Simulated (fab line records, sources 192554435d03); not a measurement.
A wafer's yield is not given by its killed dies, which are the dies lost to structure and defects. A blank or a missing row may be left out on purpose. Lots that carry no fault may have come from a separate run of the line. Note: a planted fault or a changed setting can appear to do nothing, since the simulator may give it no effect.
Lot-split experiment :: flow n5 finfet :: on a route of 1938 steps: 7 lots, 21 wafers read

== ON THE SPLIT ==
At N5_BEOL_M12_CMP_49 (polishes, stops on SiOC, t overpolish 20.6 s, target thk 320 nm), the setting down force psi was moved away from the recipe's 1 psi on 8 of the 21 wafers read, by -22.2% to +16.5%. For the rest of the wafers, this setting stayed at what the recipe calls for.

Reading taken at the split's own step.

== THE READING ==
barrier field endpoint s, in s, at N5_BEOL_M12_CMP_49 (polishes, stops on SiOC, t overpolish 20.6 s, target thk 320 nm). Fault-free wafers of this fab line usually give 30.4 s, standard deviation 0.75 s.

wafer: L074.3
tool, chamber at the split: cmp-03, 1
down force psi as run, psi: 1
against the recipe: recipe
barrier field endpoint s, s: 30.7
against lot-mates on the recipe: -

wafer: L074.4
tool, chamber at the split: cmp-03, 0
down force psi as run, psi: 1
against the recipe: recipe
barrier field endpoint s, s: 29.7
against lot-mates on the recipe: -

wafer: L074.6
tool, chamber at the split: cmp-03, 1
down force psi as run, psi: 1
against the recipe: recipe
barrier field endpoint s, s: 30.1
against lot-mates on the recipe: -

wafer: L075.3
tool, chamber at the split: cmp-02, 2
down force psi as run, psi: 1
against the recipe: recipe
barrier field endpoint s, s: 29.5
against lot-mates on the recipe: -

wafer: L075.1
tool, chamber at the split: cmp-02, 0
down force psi as run, psi: 1
against the recipe: recipe
barrier field endpoint s, s: 30.1
against lot-mates on the recipe: -

wafer: L075.4
tool, chamber at the split: cmp-02, 1
down force psi as run, psi: 1
against the recipe: recipe
barrier field endpoint s, s: 30.8
against lot-mates on the recipe: -

wafer: L079.1
tool, chamber at the split: cmp-04, 1
down force psi as run, psi: 0.778
against the recipe: -22.2%
barrier field endpoint s, s: 40.5
against lot-mates on the recipe: +9.5

wafer: L079.3
tool, chamber at the split: cmp-04, 2
down force psi as run, psi: 1
against the recipe: recipe
barrier field endpoint s, s: 30.8
against lot-mates on the recipe: -

wafer: L079.6
tool, chamber at the split: cmp-04, 1
down force psi as run, psi: 1
against the recipe: recipe
barrier field endpoint s, s: 31.1
against lot-mates on the recipe: -

wafer: L083.2
tool, chamber at the split: cmp-02, 1
down force psi as run, psi: 1
against the recipe: recipe
barrier field endpoint s, s: 31.0
against lot-mates on the recipe: -

wafer: L083.4
tool, chamber at the split: cmp-02, 2
down force psi as run, psi: 1.159
against the recipe: +15.9%
barrier field endpoint s, s: 26.6
against lot-mates on the recipe: -4.4

wafer: L083.6
tool, chamber at the split: cmp-02, 0
down force psi as run, psi: 1.159
against the recipe: +15.9%
barrier field endpoint s, s: 27.7
against lot-mates on the recipe: -3.3

wafer: L087.1
tool, chamber at the split: cmp-04, 1
down force psi as run, psi: 1.165
against the recipe: +16.5%
barrier field endpoint s, s: 25.8
against lot-mates on the recipe: -3.9

wafer: L087.4
tool, chamber at the split: cmp-04, 2
down force psi as run, psi: 1.165
against the recipe: +16.5%
barrier field endpoint s, s: 25.1
against lot-mates on the recipe: -4.6

wafer: L087.6
tool, chamber at the split: cmp-04, 1
down force psi as run, psi: 1
against the recipe: recipe
barrier field endpoint s, s: 29.7
against lot-mates on the recipe: -

wafer: L090.4
tool, chamber at the split: cmp-03, 0
down force psi as run, psi: 0.8488
against the recipe: -15.1%
barrier field endpoint s, s: 35.6
against lot-mates on the recipe: +5.3

wafer: L090.3
tool, chamber at the split: cmp-03, 2
down force psi as run, psi: 0.8488
against the recipe: -15.1%
barrier field endpoint s, s: 36.0
against lot-mates on the recipe: +5.7

wafer: L090.5
tool, chamber at the split: cmp-03, 3
down force psi as run, psi: 1
against the recipe: recipe
barrier field endpoint s, s: 30.3
against lot-mates on the recipe: -

wafer: L091.2
tool, chamber at the split: cmp-04, 0
down force psi as run, psi: 1.072
against the recipe: +7.2%
barrier field endpoint s, s: 26.5
against lot-mates on the recipe: -2.6

wafer: L091.5
tool, chamber at the split: cmp-04, 2
down force psi as run, psi: 1
against the recipe: recipe
barrier field endpoint s, s: 29.4
against lot-mates on the recipe: -

wafer: L091.6
tool, chamber at the split: cmp-04, 3
down force psi as run, psi: 1
against the recipe: recipe
barrier field endpoint s, s: 28.8
against lot-mates on the recipe: -

FIT RESULTS
A straight line over all 21 wafers: barrier field endpoint s changes by -0.334 s for each +1% of down force psi; r = -0.95; the points scatter about the line by 1.2 s.
The same after taking each lot's own level away (the mean of its wafers on the recipe; 21 wafers): -0.325 s for each +1%; r = -0.97; scatter 0.78 s.
The reading moves by 7.2 s for the largest change in down force psi, on that fit.
From 29.10 to 31.00 s: that is the span of the lots' own levels, equal to 2.5 times the standard deviation above.
The two slopes agree, so the slope changes little with the lot-to-lot level.
Check: for one of the wafers moved furthest among these (-22.2%), held out of the fit, the line's prediction against its lot-mates is +6.73 s. It came out at +9.55 s against them.
Tool readings at the split's step, against how far the setting was moved: barrier field endpoint s r = -0.95.

== OTHER SPLITS APPLIED TO THESE WAFERS ==
Before the reading, these wafers also passed through other splits. Each is held against what the fit with the lots' levels taken away leaves over:
other split on the same wafers: N5_BEOL_M10_EXPOSE_08 dose mj
wafers away from the commonest value: 7
r with barrier field endpoint s (lot level and that fit taken away): +0.23

other split on the same wafers: N5_BEOL_M11_HM_DEP_02 target thk a
wafers away from the commonest value: 7
r with barrier field endpoint s (lot level and that fit taken away): -0.13

other split on the same wafers: N5_BEOL_M12_ETCH_59 bias w
wafers away from the commonest value: 7
r with barrier field endpoint s (lot level and that fit taken away): -0.12

== FILE'S OWN FIT ==
barrier field endpoint s changes by -0.343 s for each +1% of down force psi, r = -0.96.
